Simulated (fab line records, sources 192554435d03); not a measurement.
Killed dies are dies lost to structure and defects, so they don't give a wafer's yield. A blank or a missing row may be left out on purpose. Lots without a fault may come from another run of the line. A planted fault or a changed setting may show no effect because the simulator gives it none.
Which tool did it? | flow n5_finfet | 21 lots, 63 wafers sampled, at 3 steps of a route of 1938

WHAT THE GAUGES READ, wafer by wafer
N5_BEOL_M0_CUTY_CD_MEAS_57: target cd 200 nm.
lot  | measured     | on        | cd_nm (nm)
L075 | day 6 02:49  | cd_sem-01 | 198.8 199.0 201.0
L076 | day 6 09:18  | cd_sem-02 | 201.2 201.0 202.1
L077 | day 6 16:43  | cd_sem-03 | 199.7 200.6 200.1
L078 | day 6 17:36  | cd_sem-01 | 200.8 200.2 200.6
L079 | day 7 02:26  | cd_sem-02 | 199.3 200.7 200.3
L080 | day 7 04:51  | cd_sem-02 | 199.7 198.4 200.4
L082 | day 7 18:16  | cd_sem-02 | 200.0 200.1 201.9
L083 | day 7 23:12  | cd_sem-03 | 199.1 200.3 199.0
L084 | day 8 09:29  | cd_sem-03 | 200.9 200.3 200.8
L085 | day 8 21:47  | cd_sem-01 | 199.4 199.4 197.9
L086 | day 9 02:38  | cd_sem-03 | 199.9 198.9 199.7
L087 | day 9 03:10  | cd_sem-02 | 199.2 198.0 200.3
L088 | day 9 06:07  | cd_sem-03 | 200.1 199.6 199.2
L089 | day 9 15:10  | cd_sem-02 | 199.9 199.0 200.0
L090 | day 9 17:56  | cd_sem-02 | 200.1 199.1 198.6
L091 | day 9 22:23  | cd_sem-03 | 199.2 198.9 200.4
L092 | day 10 02:36 | cd_sem-01 | 199.0 200.8 199.5
L093 | day 10 13:42 | cd_sem-01 | 200.4 199.1 199.5
L094 | day 10 20:19 | cd_sem-03 | 201.5 201.2 200.3
L096 | day 11 05:31 | cd_sem-02 | 199.2 200.9 201.1
L097 | day 11 13:17 | cd_sem-03 | 200.4 200.4 200.4

WHICH TOOL RAN EACH LOT (tool, then ch and the chambers of the sampled wafers, then the start)
lot  | N5_BEOL_M0_SAQP_SPACER2_ALD_26    | N5_BEOL_M0_SAQP_ETCH_88
L075 | ald_sin-01 ch 0,1,2, day 5 23:47  | rie_diel-05 ch 1,2, day 6 01:40
L076 | ald_sin-01 ch 1,3, day 6 06:05    | rie_diel-02 ch 2,3, day 6 07:25
L077 | ald_sin-04 ch 0,3, day 6 14:11    | rie_diel-05 ch 1,2, day 6 15:35
L078 | ald_sin-02 ch 1,2,3, day 6 14:55  | rie_diel-05 ch 1,2,3, day 6 16:20
L079 | ald_sin-04 ch 1,2,3, day 6 22:32  | rie_diel-05 ch 1,3, day 7 00:49
L080 | ald_sin-02 ch 1,2,3, day 7 02:23  | rie_diel-02 ch 0,1,2, day 7 03:43
L082 | ald_sin-04 ch 0,1,2, day 7 15:46  | rie_diel-06 ch 0,2, day 7 17:06
L083 | ald_sin-01 ch 0,1, day 7 20:40    | rie_diel-05 ch 1,2,3, day 7 22:02
L084 | ald_sin-04 ch 0,3, day 8 06:50    | rie_diel-02 ch 0,1, day 8 08:10
L085 | ald_sin-01 ch 0,2, day 8 17:58    | rie_diel-06 ch 1,3, day 8 19:18
L086 | ald_sin-02 ch 0,1,2, day 9 00:01  | rie_diel-02 ch 0,1,2, day 9 01:22
L087 | ald_sin-04 ch 1,2, day 9 00:32    | rie_diel-02 ch 0,2, day 9 01:54
L088 | ald_sin-02 ch 0,2,3, day 9 03:46  | rie_diel-05 ch 1,3, day 9 04:59
L089 | ald_sin-01 ch 0,2, day 9 12:41    | rie_diel-02 ch 0,1,2, day 9 14:01
L090 | ald_sin-01 ch 0,1,2, day 9 15:28  | rie_diel-05 ch 0,1,3, day 9 16:48
L091 | ald_sin-01 ch 0,2, day 9 19:57    | rie_diel-02 ch 1,2, day 9 21:15
L092 | ald_sin-02 ch 0,2, day 10 00:10   | rie_diel-02 ch 1,3, day 10 01:28
L093 | ald_sin-04 ch 1,2, day 10 11:21   | rie_diel-06 ch 0,1,2, day 10 12:34
L094 | ald_sin-01 ch 0,2,3, day 10 17:44 | rie_diel-05 ch 1,2,3, day 10 19:01
L096 | ald_sin-01 ch 0,1,2, day 11 02:49 | rie_diel-02 ch 0,1,3, day 11 04:13
L097 | ald_sin-02 ch 0,1,2, day 11 10:54 | rie_diel-02 ch 0,1,3, day 11 12:09
- N5_BEOL_M0_SAQP_SPACER2_ALD_26: deposits SiO2, target thk 15 nm, pulse time 1 s, purge time 2 s.
- N5_BEOL_M0_SAQP_ETCH_88: etches underlayer in N2/H2, target depth 6.5 nm, time 5.2 s.

WHAT THE TOOLS THEMSELVES READ (means of the sampled wafers that have a number; where no wafer has one, the mark that the record gives instead)
N5_BEOL_M0_SAQP_SPACER2_ALD_26.
lot  | tool       | heater_power_w (W) | precursor_pulse_height_rel | susceptor_temp_C (C)
L075 | ald_sin-01 | 449                | 1.011                      | 300.07
L076 | ald_sin-01 | 396                | 1.008                      | 300.06
L077 | ald_sin-04 | 479                | 1.009                      | 300.12
L078 | ald_sin-02 | 476                | 1.012                      | 300.05
L079 | ald_sin-04 | 500                | 1.027                      | 300.14
L080 | ald_sin-02 | 473                | 1.005                      | 300.23
L082 | ald_sin-04 | 468                | 0.996                      | 300.12
L083 | ald_sin-01 | 430                | 1.004                      | 299.76
L084 | ald_sin-04 | 497                | 1.014                      | 299.60
L085 | ald_sin-01 | 467                | 1.000                      | 300.15
L086 | ald_sin-02 | 470                | 1.016                      | 300.00
L087 | ald_sin-04 | 468                | 0.986                      | 300.01
L088 | ald_sin-02 | 449                | 1.010                      | 300.01
L089 | ald_sin-01 | 470                | 1.007                      | 299.98
L090 | ald_sin-01 | 454                | 0.982                      | 299.98
L091 | ald_sin-01 | 479                | 1.027                      | 299.91
L092 | ald_sin-02 | 474                | 1.010                      | 299.82
L093 | ald_sin-04 | 468                | 0.991                      | 300.14
L094 | ald_sin-01 | 445                | 0.991                      | 300.14
L096 | ald_sin-01 | 456                | 0.983                      | 299.81
L097 | ald_sin-02 | 476                | 1.004                      | 299.87

N5_BEOL_M0_SAQP_ETCH_88.
lot  | tool        | drypump_motor_current_A (A) | etch_rf_on_time_s (s) | n2_flow_sccm (sccm) | oes_product_au (a.u.) | rf_vpp_V (V) | showerhead_plenum_p_Torr (Torr) | throttle_valve_pct (%)
L075 | rie_diel-05 | 5.7                         | 5.01                  | 200.5               | 0.64                  | 520          | 2.40                            | 18.10
L076 | rie_diel-02 | 6.0                         | 5.12                  | 200.2               | 0.74                  | 523          | 2.54                            | 17.69
L077 | rie_diel-05 | 5.6                         | 4.94                  | 199.8               | 0.64                  | 519          | 2.40                            | 18.09
L078 | rie_diel-05 | 5.8                         | 5.23                  | 199.9               | 0.64                  | 522          | 2.48                            | 18.05
L079 | rie_diel-05 | 5.8                         | 5.21                  | 199.9               | 0.64                  | 525          | 2.58                            | 18.23
L080 | rie_diel-02 | 5.6                         | 5.07                  | 200.1               | 0.67                  | 524          | 2.54                            | 17.81
L082 | rie_diel-06 | 6.1                         | 5.44                  | 199.7               | 0.70                  | 525          | 2.61                            | 17.82
L083 | rie_diel-05 | 5.8                         | 5.11                  | 199.9               | 0.65                  | 522          | 2.47                            | 18.05
L084 | rie_diel-02 | 5.7                         | 5.02                  | 200.1               | 0.62                  | 521          | 2.43                            | 17.71
L085 | rie_diel-06 | 6.0                         | 5.16                  | 199.9               | 0.68                  | 519          | 2.44                            | 17.87
L086 | rie_diel-02 | 5.6                         | 5.14                  | 200.3               | 0.65                  | 525          | 2.53                            | 17.81
L087 | rie_diel-02 | 5.6                         | 5.30                  | 200.0               | 0.68                  | 527          | 2.64                            | 17.91
L088 | rie_diel-05 | 5.7                         | 5.15                  | 199.9               | 0.62                  | 522          | 2.49                            | 18.33
L089 | rie_diel-02 | 5.6                         | 5.12                  | 199.4               | 0.65                  | 524          | 2.53                            | 17.83
L090 | rie_diel-05 | 5.7                         | 5.05                  | 200.2               | 0.67                  | 523          | 2.51                            | 18.00
L091 | rie_diel-02 | 5.8                         | 5.17                  | 199.7               | 0.68                  | 525          | 2.59                            | 17.94
L092 | rie_diel-02 | 6.1                         | 4.94                  | 199.7               | 0.64                  | 521          | 2.40                            | 17.70
L093 | rie_diel-06 | 5.9                         | 5.37                  | 200.0               | 0.64                  | 524          | 2.54                            | 17.95
L094 | rie_diel-05 | 5.8                         | 5.19                  | 200.1               | 0.63                  | 522          | 2.46                            | 18.08
L096 | rie_diel-02 | 5.8                         | 4.96                  | 200.0               | 0.65                  | 522          | 2.44                            | 17.69
L097 | rie_diel-02 | 5.8                         | 4.94                  | 200.3               | 0.65                  | 523          | 2.44                            | 17.71

THE ANSWER, worked out from the rows above alone
Rule: what is usual is taken from the lots themselves. Put in order of their means at a reading, lots are off if they are a third of the lots or fewer, leave a main group of 4 or more, and stand apart from it by a gap of 3 or more times the standard deviation of the main group's means; of several such gaps the widest counts. A main group whose means are all the same, to the digits that the tables above print for the reading, isn't used. A lot without any number at a reading at which 4 lots or more have one is off too. The other lots that the step has rows for count as sound. The gauges are gone through in route order, then the tools' own readings, and for those a lot's mean is taken as printed above. The first step at which some lot is off is used, and at that step the reading that is off furthest; a lot without a number counts as furthest.
No lot is off at any reading shown: from this, nothing can be told.

WHAT THE SIMULATOR HAD PUT IN
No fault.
